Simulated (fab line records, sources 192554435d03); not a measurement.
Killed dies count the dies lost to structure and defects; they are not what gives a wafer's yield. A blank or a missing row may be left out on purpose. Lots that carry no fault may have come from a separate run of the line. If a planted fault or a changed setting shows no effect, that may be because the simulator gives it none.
Chamber matching ; flow n5-finfet ; N5_BEOL_M5_CO_CAP_78 on cvd-co-01: 3 sister chambers
The step material Co, precursor CCTBA/H2, target thk 2 nm, time 102.1 s. 3 wafers are shown with their chamber, then 12 later ones without.

WAFERS PAIRED WITH THEIR CHAMBERS
wafer;chamber;heater-power-w (W)
L085.2;2;222
L089.1;0;214
L089.5;1;234

WAFERS WITHOUT THEIR CHAMBER
wafer;heater-power-w (W)
L091.3;245
L091.4;215
L091.6;254
L087.1;206
L087.2;243
L087.6;242
L092.3;246
L092.5;212
L092.6;248
L097.2;247
L097.3;246
L097.6;212

CHAMBER TAKEN BY EACH
wafer;from the rows above;in truth
L091.3;can't be placed: 1 or 2 or 0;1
L091.4;can't be placed: 0 or 2 or 1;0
L091.6;can't be placed: 1 or 2 or 0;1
L087.1;can't be placed: 0 or 2 or 1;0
L087.2;can't be placed: 1 or 2 or 0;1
L087.6;can't be placed: 1 or 2 or 0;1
L092.3;can't be placed: 1 or 2 or 0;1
L092.5;can't be placed: 0 or 2 or 1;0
L092.6;can't be placed: 1 or 2 or 0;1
L097.2;can't be placed: 1 or 2 or 0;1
L097.3;can't be placed: 1 or 2 or 0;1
L097.6;can't be placed: 0 or 2 or 1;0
Correct placement for 0 of the 12. Not placeable from these rows: 12 (in 12, the candidates include the true chamber). Placed wrongly: 0.
How it was worked out, from the rows above alone: a wafer's distance from a chamber is the root of the sum, over the readings, of the square of ((its reading less the chamber's mean) divided by the reading's scatter). If the next closest chamber is less than 2 further off than the closest, the wafer can't be placed; otherwise it belongs to the closest. The mean given for a chamber averages the wafers shown for that chamber. The scatter: root of mean squared gap, hidden wafer to nearest shown wafer, with one shown wafer a chamber.
